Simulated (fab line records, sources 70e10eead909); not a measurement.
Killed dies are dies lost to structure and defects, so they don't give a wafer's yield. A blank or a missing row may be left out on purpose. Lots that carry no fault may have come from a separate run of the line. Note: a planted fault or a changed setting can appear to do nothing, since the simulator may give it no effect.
Matching of chambers ; flow nandHarc ; 3 sister chambers for NHARC_A_STAIRCASE_DEP_417 on pecvd-01
The step deposits Si3N4, target thk 60 nm. 3 wafers are shown with their chamber, then 10 later ones without.

== WAFERS PAIRED WITH THEIR CHAMBERS ==
wafer;chamber;heaterPowerW (W)
L083.5;2;649
L085.1;0;799
L085.4;1;594

== WAFERS WHOSE CHAMBER IS MISSING ==
wafer;heaterPowerW (W)
L085.6;816
L091.1;652
L091.2;786
L091.3;615
L094.2;842
L094.4;829
L094.5;649
L093.1;592
L093.3;733
L093.6;593

== WHICH CHAMBER EACH ONE RAN IN ==
wafer;from the rows above;in truth
L085.6;0;0
L091.1;can't be placed: 2 or 1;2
L091.2;0;0
L091.3;can't be placed: 1 or 2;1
L094.2;0;0
L094.4;0;0
L094.5;can't be placed: 2 or 1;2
L093.1;can't be placed: 1 or 2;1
L093.3;can't be placed: 0 or 2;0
L093.6;can't be placed: 1 or 2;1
Correctly placed: 4 of 10. From these rows, 6 cannot be placed; in 6 the true chamber is one of the candidates. Wrongly placed: 0.
How it was worked out, from the rows above alone: a wafer's distance from a chamber is the root of the sum, over the readings, of the square of ((its reading less the chamber's mean) divided by the reading's scatter). If the next closest chamber is less than 2 further off than the closest, the wafer can't be placed; otherwise it belongs to the closest. The mean given for a chamber averages the wafers shown for that chamber. The scatter (one wafer shown for each chamber): square how far every hidden wafer sits from the nearest shown wafer, average those squares and take the square root.
